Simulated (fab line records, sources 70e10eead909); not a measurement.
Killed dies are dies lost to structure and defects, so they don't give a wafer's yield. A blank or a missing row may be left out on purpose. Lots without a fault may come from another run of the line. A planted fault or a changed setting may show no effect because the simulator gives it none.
Chamber matching | flow nand_harc | NHARC_A_CONTACT_ETCH_48 on rie_diel-03: 4 sister chambers
The step etches the open film in CF4, target depth 39 nm, time 65 s. 8 wafers are shown with their chamber, then 7 later ones without.

WAFERS WITH THEIR CHAMBER
wafer  | chamber | showerhead_plenum_p_Torr (Torr) | drypump_motor_current_A (A)
L079.4 | 3       | 1.76                            | 6.4
L079.5 | 2       | 1.65                            | 6.6
L076.1 | 3       | 1.76                            | 6.3
L076.6 | 2       | 1.65                            | 6.6
L080.2 | 1       | 1.81                            | 5.6
L080.5 | 0       | 1.78                            | 5.7
L085.1 | 1       | 1.81                            | 5.6
L085.2 | 0       | 1.77                            | 5.7

WAFERS WITHOUT THEIR CHAMBER
wafer  | showerhead_plenum_p_Torr (Torr) | drypump_motor_current_A (A)
L085.6 | 1.64                            | 6.6
L083.2 | 1.77                            | 5.6
L083.3 | 1.64                            | 6.6
L083.4 | 1.81                            | 5.6
L097.1 | 1.76                            | 5.7
L097.2 | 1.90                            | 6.6
L097.5 | 1.80                            | 5.6

WHICH CHAMBER EACH WENT THROUGH
wafer  | from the rows above | in truth
L085.6 | 2                   | 2
L083.2 | 0                   | 0
L083.3 | 2                   | 2
L083.4 | 1                   | 1
L097.1 | 0                   | 0
L097.2 | 1                   | 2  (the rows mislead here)
L097.5 | 1                   | 1
Placed correctly: 6 of 7. Can't be placed from these rows: 0. Placed wrongly: 1.
How it was worked out, from the rows above alone: a wafer's distance from a chamber is the root of the sum, over the readings, of the square of ((its reading less the chamber's mean) divided by the reading's scatter). The wafer belongs to the nearest chamber; if the next one is less than 2 further off, it can't be placed. A chamber's mean is the mean of its shown wafers. The scatter: the root of (the sum of the squares of (reading less its chamber's mean) over the shown wafers, divided by (wafers less chambers)).
